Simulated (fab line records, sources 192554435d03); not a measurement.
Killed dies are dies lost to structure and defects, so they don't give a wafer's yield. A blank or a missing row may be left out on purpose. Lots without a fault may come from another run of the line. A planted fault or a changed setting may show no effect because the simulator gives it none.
Chamber matching | flow n5_finfet | N5_BEOL_M1_ALD_98 on ald_sin-02: 4 sister chambers
The step deposits SiO2, target thk 2.5 nm, pulse time 1 s, co reactant pulse time 1 s. 8 wafers are shown with their chamber, then 10 later ones without.

WAFERS WITH THEIR CHAMBER
wafer  | chamber | heater_power_w (W) | precursor_pulse_height_rel
L083.2 | 1       | 76                 | 0.954
L083.6 | 1       | 79                 | 1.014
L084.2 | 2       | 80                 | 0.990
L084.3 | 0       | 70                 | 0.984
L086.3 | 2       | 82                 | 1.019
L086.5 | 3       | 83                 | 0.981
L085.1 | 3       | 81                 | 1.029
L085.2 | 0       | 68                 | 0.986

WAFERS WITHOUT THEIR CHAMBER
wafer  | heater_power_w (W) | precursor_pulse_height_rel
L085.5 | 80                 | 1.012
L091.1 | 80                 | 1.012
L091.5 | 68                 | 1.025
L091.6 | 81                 | 0.995
L093.1 | 82                 | 1.006
L093.4 | 81                 | 0.992
L093.6 | 80                 | 0.988
L095.3 | 79                 | 0.991
L095.5 | 79                 | 1.007
L095.6 | 68                 | 0.977

WHICH CHAMBER EACH WENT THROUGH
wafer  | from the rows above          | in truth
L085.5 | can't be placed: 2 or 3 or 1 | 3
L091.1 | can't be placed: 2 or 3 or 1 | 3
L091.5 | 0                            | 0
L091.6 | can't be placed: 2 or 3 or 1 | 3
L093.1 | can't be placed: 3 or 2      | 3
L093.4 | can't be placed: 2 or 3 or 1 | 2
L093.6 | can't be placed: 2 or 3 or 1 | 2
L095.3 | can't be placed: 1 or 2 or 3 | 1
L095.5 | can't be placed: 1 or 2 or 3 | 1
L095.6 | 0                            | 0
Placed correctly: 2 of 10. Can't be placed from these rows: 8 (the true chamber is among the candidates in 8). Placed wrongly: 0.
How it was worked out, from the rows above alone: a wafer's distance from a chamber is the root of the sum, over the readings, of the square of ((its reading less the chamber's mean) divided by the reading's scatter). The wafer belongs to the nearest chamber; if the next one is less than 2 further off, it can't be placed. A chamber's mean is the mean of its shown wafers. The scatter: the root of (the sum of the squares of (reading less its chamber's mean) over the shown wafers, divided by (wafers less chambers)).
